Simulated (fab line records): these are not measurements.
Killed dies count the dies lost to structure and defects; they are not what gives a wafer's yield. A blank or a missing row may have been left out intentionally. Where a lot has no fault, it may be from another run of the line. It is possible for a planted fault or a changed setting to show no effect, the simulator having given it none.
fab line records	flow n5_finfet	part 1 of 2: steps 1 to 19 of 28
record lots=5	wafers=15	last_day=18
route steps=1938 shown BEOL_M6@1197
lots untouched by any fault: they come from a run of this same line in which no faults occurred
start_h: start of the lot's first displayed wafer, in hours after the record's first day	wait_h: hours since the lot's step before	" unchanged from the row above	L1.1+2: one row covering several wafers at once	- no value, or no start given	* or withheld: withheld	< > ~ a bound
route shown NAME@n: NAME is a module with steps in the file, n the number in the route of the first one	usual: the fault-free wafers' mean and standard deviation	same: alike in all rows	chamber/n: place in a boat	sites: readings site by site	_std_site: the values' standard deviation	_edge_site: the outer-site mean with the inner-site mean subtracted	radius_mm: how far each site lies from the wafer's centre	mask NAME#n: copy n	behind: the most recent tool/chamber to have shaped the wafer	hold: the reason the lot was held/the length of the hold in hours/how it ended	device: the transistor (n, p or np) that didn't switch	end of line: the same wafers' tests at the end of the route	a step with no rows: only its recipe	killed: count of dies lost to structure and defects at first sort (not the wafer's yield)	map: a wafer's dies, marking killed ones x, the rest . and places with no die _
set.NAME: setting as actually run; set.NAME@STEP: the setting as run at that earlier step	model.NAME: the simulator's own value behind a step, which no gauge read
lots at some steps of the route; a table a step, a row a wafer
services: the hour from which a tool's chamber was out of use, counted from the record's first day as start_h (under 0 if before that day), plus the number of hours and why
## steps
# step N5_BEOL_M6_PECVD_70
# recipe material=SiO2	target_thk_a=200	temp_c=400	precursor=TEOS/O2	pressure_torr=5.5	rf_w=450	teos_flow_sccm=53.8	gas=O2	flow_sccm=3000	time_s=22.7
# usual heater_power_w=711/110	showerhead_plenum_p_Torr=8.82/0.084	throttle_valve_pct=22.8/1.8
lot.wafer	tool	chamber	start_h	wait_h	heater_power_w	showerhead_plenum_p_Torr	throttle_valve_pct
L074.4	pecvd-03	0	181.44	0.1	804	8.94	24.1
L074.5	"	1	"	"	791	8.91	23.5
L074.6	"	2	"	"	566	8.78	19.6
L084.1	pecvd-03	1	235.12	0.0	793	8.91	23.7
L084.2	"	2	"	"	553	8.78	19.4
L084.3	"	0	"	"	739	8.96	24.2
L089.2	pecvd-03	0	262.07	0.0	752	8.96	24.0
L089.3	"	2	"	"	562	8.80	19.5
L089.4	"	0	"	"	734	8.93	24.3
L091.1	pecvd-03	0	281.42	0.0	747	8.95	24.3
L091.5	"	0	"	"	786	8.94	24.2
L091.6	"	1	"	"	682	8.92	23.7
L094.2	pecvd-03	0	331.85	0.0	715	8.96	24.5
L094.3	"	2	"	"	569	8.78	19.8
L094.6	"	1	"	"	812	8.90	23.8
# step N5_BEOL_M6_HM_DEP_02
# recipe material=TiN	target_thk_a=200	temp_c=25	chamber_pressure_pa=0.49996
# usual throttle_valve_pct=30.6/1.2
lot.wafer	tool	chamber	start_h	wait_h	throttle_valve_pct
L074.4	pvd_sputter-01	-	182.64	1.2	31.2
L074.5	"	-	"	"	31.0
L074.6	"	-	"	"	31.3
L084.1	pvd_sputter-03	-	235.22	0.1	27.5
L084.2	"	-	"	"	29.0
L084.3	"	-	"	"	30.4
L089.2	pvd_sputter-02	-	264.92	2.8	30.0
L089.3	"	-	"	"	29.8
L089.4	"	-	"	"	31.7
L091.1	pvd_sputter-01	-	281.50	0.1	31.7
L091.5	"	-	"	"	30.9
L091.6	"	-	"	"	32.6
L094.2	pvd_sputter-01	-	333.28	1.4	31.3
L094.3	"	-	"	"	31.3
L094.6	"	-	"	"	32.5
# step N5_BEOL_M6_COAT_59
# recipe resist=SOC	temp_c=250	time_s=60	spin_rpm=1500	resist_thk_nm=100
# usual chill_plate_temp_C=23.01/0.1	spin_speed_rpm=1499.9/0.97
lot.wafer	tool	chamber	start_h	wait_h	chill_plate_temp_C	spin_speed_rpm
L074.4	litho_track-02	0	182.77	0.1	23.18	1498.8
L074.5	"	0	"	"	23.26	1498.0
L074.6	"	0	"	"	23.11	1501.6
L084.1	litho_track-04	0	235.35	0.1	23.09	1501.1
L084.2	"	0	"	"	23.02	1500.2
L084.3	"	0	"	"	23.03	1500.1
L089.2	litho_track-02	0	265.05	0.1	22.82	1498.5
L089.3	"	0	"	"	23.08	1500.4
L089.4	"	0	"	"	22.98	1499.1
L091.1	litho_track-04	0	281.62	0.1	22.87	1500.9
L091.5	"	0	"	"	23.01	1498.4
L091.6	"	0	"	"	22.98	1499.6
L094.2	litho_track-01	0	333.40	0.1	23.04	1501.0
L094.3	"	0	"	"	23.10	1499.2
L094.6	"	0	"	"	23.02	1499.5
# step N5_BEOL_M6_COAT_60
# recipe resist=SiARC	temp_c=220	time_s=60	spin_rpm=1500	resist_thk_nm=35
# usual chill_plate_temp_C=23.01/0.1	spin_speed_rpm=1500.2/1.1
lot.wafer	tool	chamber	start_h	wait_h	chill_plate_temp_C	spin_speed_rpm
L074.4	litho_track-02	0	-	-	23.00	1500.4
L074.5	"	0	"	"	23.07	1498.7
L074.6	"	0	"	"	23.12	1500.3
L084.1	litho_track-04	0	-	-	23.04	1500.0
L084.2	"	0	"	"	22.99	1500.3
L084.3	"	0	"	"	22.95	1501.4
L089.2	litho_track-02	0	-	-	23.03	1498.5
L089.3	"	0	"	"	23.05	1497.5
L089.4	"	0	"	"	23.04	1498.9
L091.1	litho_track-04	0	-	-	23.03	1501.1
L091.5	"	0	"	"	23.12	1499.9
L091.6	"	0	"	"	22.98	1501.1
L094.2	litho_track-01	0	-	-	23.22	1498.9
L094.3	"	0	"	"	23.15	1502.0
L094.6	"	0	"	"	22.98	1501.2
# step N5_BEOL_M6_COAT_05
# recipe resist=CAR-ArF	spin_rpm=1500	resist_thk_nm=90
# usual chill_plate_temp_C=22.99/0.11	spin_speed_rpm=1499.9/1.1
lot.wafer	tool	chamber	start_h	wait_h	chill_plate_temp_C	spin_speed_rpm
L074.4	litho_track-02	0	-	-	22.87	1499.4
L074.5	"	0	"	"	22.97	1499.1
L074.6	"	0	"	"	22.99	1497.8
L084.1	litho_track-04	0	-	-	23.00	1500.3
L084.2	"	0	"	"	22.98	1500.4
L084.3	"	0	"	"	22.98	1502.6
L089.2	litho_track-02	0	-	-	23.03	1499.7
L089.3	"	0	"	"	23.12	1498.0
L089.4	"	0	"	"	23.07	1500.0
L091.1	litho_track-04	0	-	-	23.17	1499.5
L091.5	"	0	"	"	23.16	1500.3
L091.6	"	0	"	"	23.03	1502.3
L094.2	litho_track-01	0	-	-	23.13	1499.0
L094.3	"	0	"	"	22.91	1498.1
L094.6	"	0	"	"	23.06	1502.7
# step N5_BEOL_M6_EBR_07
# recipe solvent=PGMEA	ebr_width_mm=1.5
# usual chill_plate_temp_C=23.01/0.1
lot.wafer	tool	chamber	start_h	wait_h	chill_plate_temp_C
L074.4	litho_track-02	0	-	-	23.03
L074.5	"	0	"	"	23.09
L074.6	"	0	"	"	23.14
L084.1	litho_track-04	0	-	-	23.07
L084.2	"	0	"	"	23.17
L084.3	"	0	"	"	22.92
L089.2	litho_track-02	0	-	-	23.18
L089.3	"	0	"	"	23.05
L089.4	"	0	"	"	23.03
L091.1	litho_track-04	0	-	-	22.99
L091.5	"	0	"	"	23.03
L091.6	"	0	"	"	22.94
L094.2	litho_track-01	0	-	-	22.92
L094.3	"	0	"	"	22.83
L094.6	"	0	"	"	22.90
# step N5_BEOL_M6_SOFTBAKE_06
# recipe temp_c=110	time_s=60	resist=CAR-ArF
# usual chill_plate_temp_C=23.01/0.12
lot.wafer	tool	chamber	start_h	wait_h	chill_plate_temp_C
L074.4	litho_track-02	0	-	-	23.03
L074.5	"	0	"	"	22.86
L074.6	"	0	"	"	22.87
L084.1	litho_track-04	0	-	-	23.12
L084.2	"	0	"	"	22.98
L084.3	"	0	"	"	23.00
L089.2	litho_track-02	0	-	-	22.99
L089.3	"	0	"	"	23.06
L089.4	"	0	"	"	23.04
L091.1	litho_track-04	0	-	-	23.09
L091.5	"	0	"	"	23.00
L091.6	"	0	"	"	23.03
L094.2	litho_track-01	0	-	-	22.96
L094.3	"	0	"	"	23.02
L094.6	"	0	"	"	23.02
# step N5_BEOL_M6_EXPOSE_08
# recipe mask_id=M6	na=1.35	source_shape=dipole	sigma_inner=0.817	sigma_outer=0.97	polarization=te	dose_mj=68.25
lot.wafer	tool	chamber	start_h	wait_h	mask
L074.4+5+6	arfi_scanner-01	0	182.91	-	M6#0
L084.1+2+3	arfi_scanner-02	0	235.59	-	M6#0
L089.2+3+4	arfi_scanner-01	0	265.30	-	M6#0
L091.1+5+6	arfi_scanner-02	0	281.87	-	M6#0
L094.2+3+6	arfi_scanner-02	0	333.74	-	M6#0
# step N5_BEOL_M6_PEB_09
# recipe peb_temp_c=withheld	peb_time_s=60	resist=CAR-ArF
# usual chill_plate_temp_C=22.99/0.1
lot.wafer	tool	chamber	start_h	wait_h	chill_plate_temp_C
L074.4	litho_track-02	0	182.95	0.0	23.04
L074.5	"	0	"	"	23.08
L074.6	"	0	"	"	23.13
L084.1	litho_track-02	0	235.65	0.1	22.86
L084.2	"	0	"	"	22.90
L084.3	"	0	"	"	22.85
L089.2	litho_track-02	0	265.35	0.0	22.89
L089.3	"	0	"	"	22.93
L089.4	"	0	"	"	22.81
L091.1	litho_track-04	0	281.93	0.1	23.02
L091.5	"	0	"	"	23.02
L091.6	"	0	"	"	22.93
L094.2	litho_track-02	0	333.79	0.0	22.94
L094.3	"	0	"	"	22.83
L094.6	"	0	"	"	22.97
# step N5_BEOL_M6_DEVELOP_10
# recipe develop_time_s=30	developer=TMAH	resist=CAR-ArF	rinse_liquid=diw	dry=air_spin	dev_temp_c=23
# usual chill_plate_temp_C=22.98/0.11
lot.wafer	tool	chamber	start_h	wait_h	chill_plate_temp_C
L074.4	litho_track-02	0	-	-	22.98
L074.5	"	0	"	"	23.11
L074.6	"	0	"	"	23.03
L084.1	litho_track-02	0	-	-	23.04
L084.2	"	0	"	"	23.03
L084.3	"	0	"	"	22.93
L089.2	litho_track-02	0	-	-	23.05
L089.3	"	0	"	"	22.82
L089.4	"	0	"	"	23.13
L091.1	litho_track-04	0	-	-	22.97
L091.5	"	0	"	"	22.87
L091.6	"	0	"	"	23.10
L094.2	litho_track-02	0	-	-	23.10
L094.3	"	0	"	"	23.01
L094.6	"	0	"	"	23.16
# step N5_BEOL_M6_CD_MEAS_11
# recipe target_cd_nm=38.5	landing_energy_ev=500	detector=se_inlens	polarity=opening
# usual cd_nm=38.3/0.64
lot.wafer	tool	chamber	start_h	wait_h	cd_nm
L074.4	cd_sem-01	0	183.02	-	38.6
L074.5	"	0	"	"	38.6
L074.6	"	0	"	"	38.4
L084.1	cd_sem-01	0	235.72	-	38.2
L084.2	"	0	"	"	38.4
L084.3	"	0	"	"	37.8
L089.2	cd_sem-01	0	265.42	-	38.4
L089.3	"	0	"	"	37.3
L089.4	"	0	"	"	37.5
L091.1	cd_sem-02	0	281.99	-	38.9
L091.5	"	0	"	"	38.9
L091.6	"	0	"	"	38.9
L094.2	cd_sem-03	0	333.86	-	38.1
L094.3	"	0	"	"	37.8
L094.6	"	0	"	"	38.0
# step N5_BEOL_M6_OVL_MEAS_12
# recipe points_per_wafer=44
# usual M6_OVL=0.4/0.66
lot.wafer	tool	chamber	start_h	wait_h	M6_OVL[nm]
L074.4	overlay-02	0	183.05	0.0	0.6
L074.5	"	0	"	"	1.1
L074.6	"	0	"	"	1.0
L084.1	overlay-01	0	235.75	0.0	0.0
L084.2	"	0	"	"	0.5
L084.3	"	0	"	"	-0.4
L089.2	overlay-01	0	265.45	0.0	0.9
L089.3	"	0	"	"	1.2
L089.4	"	0	"	"	1.5
L091.1	overlay-02	0	282.03	0.0	0.3
L091.5	"	0	"	"	0.6
L091.6	"	0	"	"	-0.4
L094.2	overlay-01	0	333.89	0.0	0.2
L094.3	"	0	"	"	0.3
L094.6	"	0	"	"	-0.3
# step N5_BEOL_M6_INSPECT_13
# recipe mode=adi	inspect_instrument=brightfield
# usual raw_defect_count=440/110
lot.wafer	tool	chamber	start_h	wait_h	raw_defect_count
L074.4	defect_inspect-01	-	183.07	0.0	389
L074.5	"	-	"	"	321
L074.6	"	-	"	"	279
L084.1	defect_inspect-02	-	235.78	0.0	456
L084.2	"	-	"	"	425
L084.3	"	-	"	"	478
L089.2	defect_inspect-01	-	265.47	0.0	376
L089.3	"	-	"	"	426
L089.4	"	-	"	"	417
L091.1	defect_inspect-02	-	282.05	0.0	780
L091.5	"	-	"	"	504
L091.6	"	-	"	"	532
L094.2	defect_inspect-02	-	333.91	0.0	433
L094.3	"	-	"	"	576
L094.6	"	-	"	"	444
# step N5_BEOL_M6_DESCUM_16
# recipe chemistry=O2	time_s=7.9	source_power_w=50	bias_power_w=20	pressure_mtorr=20	rf_frequency_hz=2.712e+07	temp_c=40	resist=CAR-ArF	o2_flow_sccm=225
# usual drypump_motor_current_A=5.8/0.39	oes_product_au=0.79/0.095	rf_vpp_V=243.4/1.6	showerhead_plenum_p_Torr=2.11/0.082	throttle_valve_pct=20.47/0.26
lot.wafer	tool	chamber	start_h	wait_h	drypump_motor_current_A	oes_product_au	rf_hours_counter_h	rf_vpp_V	showerhead_plenum_p_Torr	throttle_valve_pct
L074.4	rie_diel-05	2	183.57	0.5	6.1	0.74	173	244.4	2.18	20.73
L074.5	"	0	"	"	6.1	0.70	-	241.0	1.98	20.36
L074.6	"	3	"	"	6.1	0.73	-	240.7	2.00	20.49
L084.1	rie_diel-05	3	236.09	0.3	6.1	0.70	225	242.8	1.99	20.52
L084.2	"	2	"	"	6.1	0.71	196	243.7	2.17	20.76
L084.3	"	1	"	"	5.5	0.66	253	243.0	2.04	20.61
L089.2	rie_diel-01	3	265.62	0.1	5.7	0.88	41	246.0	2.22	20.73
L089.3	"	2	"	"	5.6	0.85	73	242.7	2.12	20.33
L089.4	"	0	"	"	5.2	0.77	131	243.7	2.18	20.46
L091.1	rie_diel-01	2	282.08	0.0	5.6	0.83	78	242.0	2.12	20.33
L091.5	"	1	"	"	6.1	0.84	-	244.9	2.11	20.14
L091.6	"	0	"	"	5.1	0.77	-	244.1	2.18	20.47
L094.2	rie_diel-03	1	334.03	0.1	6.1	0.88	43	241.5	2.04	19.86
L094.3	"	2	"	"	5.2	0.89	36	241.6	2.06	20.50
L094.6	"	2	"	"	5.2	0.90	-	241.9	2.06	20.53
# step N5_BEOL_M6_ETCH_61
# recipe chemistry=CF4	target=SiARC	target_depth_a=455	mask_material=CAR-ArF	time_s=75.8	ion_energy_ev=80	pressure_mtorr=40	source_w=545	bias_w=36	Ar_flow_sccm=100	cf4_flow_sccm=100	ends=cleared
# usual cf4_flow_sccm=99.99/0.29	drypump_motor_current_A=5.8/0.39	etch_rf_on_time_s=76.6/1.8	oes_product_au=0.67/0.081	rf_vpp_V=184.2/1.3	showerhead_plenum_p_Torr=2.16/0.083	throttle_valve_pct=15.65/0.26
lot.wafer	tool	chamber	start_h	wait_h	cf4_flow_sccm	drypump_motor_current_A	etch_rf_on_time_s	oes_product_au	rf_hours_counter_h	rf_vpp_V	showerhead_plenum_p_Torr	throttle_valve_pct
L074.4	rie_diel-05	2	183.61	0.0	99.64	6.2	78.0	0.63	173	184.4	2.21	15.80
L074.5	"	0	"	"	100.20	6.1	75.2	0.60	-	183.9	2.03	15.62
L074.6	"	3	"	"	99.68	6.1	75.8	0.62	-	181.8	2.04	15.65
L084.1	rie_diel-05	3	236.13	0.0	100.39	6.1	75.5	0.60	225	181.9	2.03	15.69
L084.2	"	2	"	"	100.09	6.1	78.0	0.61	196	184.9	2.20	15.86
L084.3	"	1	"	"	99.86	5.5	80.2	0.55	253	184.2	2.11	15.90
L089.2	rie_diel-01	3	265.66	0.0	100.49	5.7	76.0	0.74	41	185.6	2.28	15.91
L089.3	"	2	"	"	99.88	5.6	75.7	0.72	73	185.1	2.16	15.44
L089.4	"	0	"	"	99.68	5.2	77.5	0.65	131	185.0	2.23	15.65
L091.1	rie_diel-01	2	282.12	0.0	99.87	5.5	76.5	0.70	78	184.2	2.16	15.46
L091.5	"	1	"	"	100.00	6.1	74.4	0.72	-	185.2	2.16	15.37
L091.6	"	0	"	"	99.48	5.1	78.4	0.64	-	186.6	2.23	15.65
L094.2	rie_diel-03	1	334.07	0.0	99.70	6.1	75.5	0.76	43	182.0	2.09	15.11
L094.3	"	2	"	"	99.77	5.2	75.0	0.76	36	185.3	2.10	15.52
L094.6	"	2	"	"	99.72	5.2	75.1	0.76	-	182.7	2.10	15.52
# step N5_BEOL_M6_ETCH_62
# recipe chemistry=N2/H2	target=SOC	target_depth_a=1100	overetch_a=220	mask_material=SiARC	temp_c=40	time_s=165	ion_energy_ev=200	pressure_mtorr=30	source_w=840	bias_w=150	n2_flow_sccm=200	h2_flow_sccm=200
# usual drypump_motor_current_A=5.8/0.39	h2_flow_sccm=199.9/0.6	oes_product_au=0.67/0.076	rf_vpp_V=524.4/3	showerhead_plenum_p_Torr=2.56/0.1	throttle_valve_pct=17.81/0.22
lot.wafer	tool	chamber	start_h	wait_h	drypump_motor_current_A	h2_flow_sccm	oes_product_au	rf_hours_counter_h	rf_vpp_V	showerhead_plenum_p_Torr	throttle_valve_pct
L074.4	rie_diel-05	2	183.66	0.0	6.1	200.2	0.63	173	526.8	2.64	17.99
L074.5	"	0	"	"	6.1	198.6	0.59	-	519.3	2.40	17.79
L074.6	"	3	"	"	6.1	200.2	0.61	-	519.3	2.41	17.77
L084.1	rie_diel-05	3	236.18	0.0	6.1	199.4	0.60	225	521.1	2.40	17.78
L084.2	"	2	"	"	6.1	199.9	0.62	196	528.1	2.63	18.02
L084.3	"	1	"	"	5.5	200.5	0.57	253	523.4	2.48	17.95
L089.2	rie_diel-01	3	265.71	0.0	5.7	199.1	0.74	41	527.5	2.70	18.11
L089.3	"	2	"	"	5.5	199.6	0.71	73	524.6	2.58	17.69
L089.4	"	0	"	"	5.1	200.1	0.65	131	526.3	2.65	17.77
L091.1	rie_diel-01	2	282.17	0.0	5.6	200.7	0.71	78	524.5	2.58	17.71
L091.5	"	1	"	"	6.1	200.8	0.70	-	525.2	2.58	17.66
L091.6	"	0	"	"	5.1	200.1	0.64	-	527.0	2.65	17.79
L094.2	rie_diel-03	1	334.12	0.0	6.1	199.4	0.76	43	521.8	2.49	17.34
L094.3	"	2	"	"	5.2	200.1	0.75	36	521.1	2.47	17.62
L094.6	"	2	"	"	5.2	200.6	0.74	-	522.7	2.47	17.60
# step N5_BEOL_M6_STRIP_68
# recipe chemistry=N2/H2	temp_c=40	n2_flow_sccm=200	h2_flow_sccm=200	rf_frequency_hz=6e+07
lot.wafer	tool	chamber	start_h	wait_h
L074.4+5+6	rie_diel-05	2,0,3	183.80	0.1
L084.1+2+3	rie_diel-05	3,2,1	236.32	0.1
L089.2+3+4	rie_diel-01	3,2,0	265.85	0.1
L091.1+5+6	rie_diel-01	2,1,0	282.31	0.1
L094.2+3+6	rie_diel-03	1,2,2	334.26	0.1
# step N5_BEOL_M6_STRIP_67
# recipe chemistry=CF4	resist=SiARC	power_w=300	bias_power_w=75	pressure_mtorr=50	cf4_flow_sccm=150	rf_frequency_hz=6e+07
# usual cf4_flow_sccm=150.0/0.42	drypump_motor_current_A=5.8/0.39	oes_product_au=0.79/0.09	rf_vpp_V=271.5/1.7	showerhead_plenum_p_Torr=1.81/0.068	throttle_valve_pct=13.63/0.27
lot.wafer	tool	chamber	start_h	wait_h	cf4_flow_sccm	drypump_motor_current_A	oes_product_au	rf_hours_counter_h	rf_vpp_V	showerhead_plenum_p_Torr	throttle_valve_pct
L074.4	rie_diel-05	2	183.81	0.0	149.4	6.1	0.74	173	271.7	1.85	13.77
L074.5	"	0	"	"	150.2	6.1	0.70	-	268.2	1.70	13.62
L074.6	"	3	"	"	150.7	6.1	0.72	-	268.3	1.72	13.70
L084.1	rie_diel-05	3	236.33	0.0	150.3	6.1	0.71	225	269.7	1.71	13.76
L084.2	"	2	"	"	150.0	6.1	0.72	196	271.4	1.84	13.80
L084.3	"	1	"	"	150.6	5.5	0.67	253	271.3	1.78	13.95
L089.2	rie_diel-01	3	265.86	0.0	149.9	5.7	0.87	41	272.6	1.92	13.84
L089.3	"	2	"	"	149.8	5.6	0.84	73	270.9	1.82	13.42
L089.4	"	0	"	"	149.2	5.2	0.77	131	273.8	1.88	13.64
L091.1	rie_diel-01	2	282.32	0.0	150.3	5.5	0.84	78	270.6	1.81	13.45
L091.5	"	1	"	"	150.1	6.1	0.83	-	271.9	1.80	13.30
L091.6	"	0	"	"	150.7	5.2	0.77	-	273.2	1.88	13.65
L094.2	rie_diel-03	1	334.27	0.0	149.5	6.1	0.89	43	269.6	1.76	13.08
L094.3	"	2	"	"	150.0	5.2	0.88	36	269.9	1.75	13.42
L094.6	"	2	"	"	150.1	5.2	0.88	-	271.5	1.75	13.42
# step N5_BEOL_M6_HM_OPEN_17
# recipe chemistry=Cl2/BCl3	target_depth_a=200	overetch_a=60	target=TiN	mask_material=SOC	ion_energy_ev=150	pressure_mtorr=10	icp_w=1000	bias_w=126	Cl2_flow_sccm=53.25	bcl3_flow_sccm=21.75	Ar_flow_sccm=25
# usual drypump_motor_current_A=6.02/0.27	oes_product_au=0.69/0.09	throttle_valve_pct=22.02/0.13
lot.wafer	tool	chamber	start_h	wait_h	drypump_motor_current_A	oes_product_au	rf_hours_counter_h	throttle_valve_pct
L074.4	rie_metal-02	0	183.88	0.1	5.61	0.78	-	22.08
L074.5	"	0	"	"	5.63	0.78	-	22.07
L074.6	"	1	"	"	6.26	0.57	-	21.90
L084.1	rie_metal-02	0	236.37	0.0	5.65	0.77	14	22.09
L084.2	"	1	"	"	6.24	0.56	98	21.91
L084.3	"	1	"	"	6.25	0.57	-	21.91
L089.2	rie_metal-03	0	265.90	0.0	5.85	0.69	31	22.27
L089.3	"	0	"	"	5.82	0.69	-	22.29
L089.4	"	1	"	"	5.98	0.76	-	21.95
L091.1	rie_metal-02	0	282.36	0.0	5.59	0.74	20	22.12
L091.5	"	1	"	"	6.27	0.56	-	21.91
L091.6	"	0	"	"	5.63	0.73	-	22.10
L094.2	rie_metal-03	1	334.31	0.0	5.99	0.73	13	21.97
L094.3	"	0	"	"	5.84	0.67	-	22.31
L094.6	"	0	"	"	5.88	0.68	-	22.30
